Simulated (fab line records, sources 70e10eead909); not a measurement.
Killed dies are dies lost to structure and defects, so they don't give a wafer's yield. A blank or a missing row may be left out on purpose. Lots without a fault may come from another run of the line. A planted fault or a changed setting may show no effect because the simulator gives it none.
Tool commonality check | flow nand_harc | 13 lots, 45 wafers sampled

WHY IT WAS OPENED
At NHARC_A_ONON_D2_THK_MEAS_21 the reading thk_nm is flagged on 2 of 13 lots. Wafers without a fault read 1000 nm, standard deviation 9.
Rule: a lot is flagged when every wafer of it that has a number lies more than 4 standard deviations from that mean, or none has a number. The other lots count as sound.

lot  | measured     | on            | thk_nm (nm), wafer by wafer | flag
L156 | day 13 07:39 | film_metro-01 | 993 994 993                 |
L161 | day 14 17:35 | film_metro-01 | 1014 1012 1012              |
L162 | day 15 05:16 | film_metro-02 | 1012 1011 1013              |
L163 | day 15 15:51 | film_metro-02 | 1004 1005 1005              |
L164 | day 15 23:01 | film_metro-02 | 992 991 992                 |
L165 | day 16 09:46 | film_metro-02 | 1000 998 998                |
L169 | day 18 05:47 | film_metro-02 | 508 507 508 507 509 507     | FLAGGED
L171 | day 19 01:48 | film_metro-01 | 503 503 503 502 503 502     | FLAGGED
L173 | day 19 13:20 | film_metro-01 | 993 993 992                 |
L174 | day 20 20:05 | film_metro-02 | 987 987 988                 |
L177 | day 22 00:22 | film_metro-02 | 997 997 997                 |
L178 | day 22 08:01 | film_metro-01 | 1013 1013 1011              |
L179 | day 23 00:04 | film_metro-01 | 984 985 984                 |
The numbers of the flagged lots are 505 nm on average: -495 nm against the usual, or -55 standard deviations.

WHICH TOOL RAN EACH LOT
The record holds 2 process steps before the reading, out of a route of 1302 steps. In each cell: the tool, then ch and the chambers that the sampled wafers went through, then the start.
lot  | flag    | NHARC_A_CHANNEL_HOLE_D1_XSEM_31 | NHARC_A_ONON_D2_DEP_19
L156 |         | xsem-01 ch 0, day 9 00:50       | pecvd_onon-01 ch 0, day 13 07:12
L161 |         | xsem-01 ch 0, day 10 21:21      | pecvd_onon-03 ch 0, day 14 17:04
L162 |         | xsem-01 ch 0, day 11 05:17      | pecvd_onon-02 ch 0, day 15 04:49
L163 |         | xsem-02 ch 0, day 11 17:10      | pecvd_onon-02 ch 0, day 15 15:24
L164 |         | xsem-01 ch 0, day 12 02:36      | pecvd_onon-01 ch 0, day 15 22:31
L165 |         | xsem-02 ch 0, day 12 08:49      | pecvd_onon-03 ch 0, day 16 09:18
L169 | FLAGGED | xsem-02 ch 0, day 14 08:47      | pecvd_onon-03 ch 0, day 18 05:23
L171 | FLAGGED | xsem-01 ch 0, day 15 05:38      | pecvd_onon-03 ch 0, day 19 01:17
L173 |         | xsem-01 ch 0, day 15 12:25      | pecvd_onon-02 ch 0, day 19 12:57
L174 |         | xsem-02 ch 0, day 16 20:13      | pecvd_onon-02 ch 0, day 20 19:44
L177 |         | xsem-02 ch 0, day 17 18:49      | pecvd_onon-03 ch 0, day 21 23:55
L178 |         | xsem-01 ch 0, day 18 03:07      | pecvd_onon-02 ch 0, day 22 07:34
L179 |         | xsem-01 ch 0, day 18 12:30      | pecvd_onon-03 ch 0, day 22 23:34
What these steps do:
- NHARC_A_CHANNEL_HOLE_D1_XSEM_31
- NHARC_A_ONON_D2_DEP_19: target thk 1000 nm.
- NHARC_A_ONON_D2_THK_MEAS_21: measures by ellipsometry.

FLAGGED OVER TOTAL, TOOL BY TOOL (the gauges that took the reading come last)
step                            | tool          | lots run | flagged | share of the flagged lots | sound lots run after its first flagged lot
NHARC_A_CHANNEL_HOLE_D1_XSEM_31 | xsem-01       | 8        | 1       | some                      | 3 (L173,L178,L179)
NHARC_A_CHANNEL_HOLE_D1_XSEM_31 | xsem-02       | 5        | 1       | some                      | 2 (L174,L177)
NHARC_A_ONON_D2_DEP_19          | pecvd_onon-01 | 2        | 0       | none                      | -
NHARC_A_ONON_D2_DEP_19          | pecvd_onon-02 | 5        | 0       | none                      | -
NHARC_A_ONON_D2_DEP_19          | pecvd_onon-03 | 6        | 2       | all                       | 2 (L177,L179)
NHARC_A_ONON_D2_THK_MEAS_21     | film_metro-01 | 6        | 1       | some                      | 3 (L173,L178,L179)
NHARC_A_ONON_D2_THK_MEAS_21     | film_metro-02 | 7        | 1       | some                      | 2 (L174,L177)

WHAT THE TABLE ALLOWS
1 row of the table ran every flagged lot: pecvd_onon-03 at NHARC_A_ONON_D2_DEP_19.
- pecvd_onon-03 at NHARC_A_ONON_D2_DEP_19: 2 of its 6 lots flagged. Sound lots ran on it after the first flagged one (L177, L179), which a lasting fault on the whole tool wouldn't allow.
No row of the table ran every flagged lot and no sound lot after the first.

WHAT THE SIMULATOR HAD PUT IN
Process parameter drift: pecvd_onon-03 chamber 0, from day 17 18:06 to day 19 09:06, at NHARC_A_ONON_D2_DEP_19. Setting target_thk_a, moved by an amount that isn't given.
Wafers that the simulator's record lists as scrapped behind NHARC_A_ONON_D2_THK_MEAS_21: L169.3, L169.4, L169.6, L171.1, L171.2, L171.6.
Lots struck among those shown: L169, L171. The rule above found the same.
